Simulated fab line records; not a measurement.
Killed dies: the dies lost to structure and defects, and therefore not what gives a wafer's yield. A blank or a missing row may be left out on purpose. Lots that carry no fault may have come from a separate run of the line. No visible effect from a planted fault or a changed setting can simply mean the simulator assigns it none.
Split-lot experiment ; flow n5-finfet ; on a route of 1938 steps: 7 lots, 21 wafers read

## ON THE SPLIT
At N5_DUMMY_GATE_COAT_28 (time 60 s, resist thk 10 nm), the setting spin-rpm was moved away from the recipe's 1500 rpm on 6 of the 21 wafers read, by +3.5% to +9.5%. All remaining wafers had this setting at the recipe value.

Reading taken at the split's own step.

## THE READING
underlayer_of_DUMMY_GATE_COAT_28.thk-nm (the simulator's own value, which no gauge read), in nm, at N5_DUMMY_GATE_COAT_28 (time 60 s, resist thk 10 nm). There is no usual value for it anywhere in the file.

wafer;tool, chamber at the split;spin-rpm as run, rpm;against the recipe;underlayer_of_DUMMY_GATE_COAT_28.thk-nm, nm;against lot-mates on the recipe
L074.2;litho-track-05, 0;1500;recipe;10;-
L074.4;litho-track-05, 0;1500;recipe;10;-
L074.6;litho-track-05, 0;1500;recipe;10;-
L075.1;litho-track-01, 0;1500;recipe;10;-
L075.4;litho-track-01, 0;1500;recipe;10;-
L075.5;litho-track-01, 0;1500;recipe;10;-
L078.1;litho-track-01, 0;1636;+9.1%;9.6;-0.4
L078.3;litho-track-01, 0;1636;+9.1%;9.6;-0.4
L078.6;litho-track-01, 0;1500;recipe;10;-
L089.1;litho-track-04, 0;1500;recipe;10;-
L089.3;litho-track-04, 0;1500;recipe;10;-
L089.4;litho-track-04, 0;1500;recipe;10;-
L090.4;litho-track-01, 0;1552;+3.5%;9.8;-0.2
L090.6;litho-track-01, 0;1552;+3.5%;9.8;-0.2
L090.5;litho-track-01, 0;1500;recipe;10;-
L091.2;litho-track-04, 0;1500;recipe;10;-
L091.3;litho-track-04, 0;1500;recipe;10;-
L091.4;litho-track-04, 0;1500;recipe;10;-
L096.1;litho-track-05, 0;1643;+9.5%;9.6;-0.4
L096.5;litho-track-05, 0;1643;+9.5%;9.6;-0.4
L096.3;litho-track-05, 0;1500;recipe;10;-

THE FIT
A straight line over all 21 wafers: underlayer_of_DUMMY_GATE_COAT_28.thk-nm changes by -0.0435 nm for each +1% of spin-rpm; r = -1.00; the points scatter about the line by 0.016 nm.
The same after taking each lot's own level away (the mean of its wafers on the recipe; 21 wafers): -0.0435 nm for each +1%; r = -1.00; scatter 0.016 nm.
That fit puts the effect of the largest move of spin-rpm on the reading at 0.41 nm.
The lots' own levels span 10.00 to 10.00 nm.
Consequently the slope shifts little with the lot-to-lot level, the two slopes agreeing.
Check: for one of the wafers moved furthest among these (+9.5%), held out of the fit, the line's prediction against its lot-mates is -0.424 nm. It came out at -0.4 nm against them.

## OTHER SPLITS ON THESE WAFERS
Before the reading, these wafers also passed through other splits. Each is held against what the fit with the lots' levels taken away leaves over:
other split on the same wafers;wafers away from the commonest value;r with underlayer_of_DUMMY_GATE_COAT_28.thk-nm (lot level and that fit taken away)
N5_FIN_CUT_COAT_29 spin-rpm;6;+0.33
N5_DUMMY_GATE_CVD_03 temp-c;15;+0.34

## THE FILE'S OWN FIT
underlayer_of_DUMMY_GATE_COAT_28.thk-nm changes by -0.0439 nm for each +1% of spin-rpm, r = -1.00.
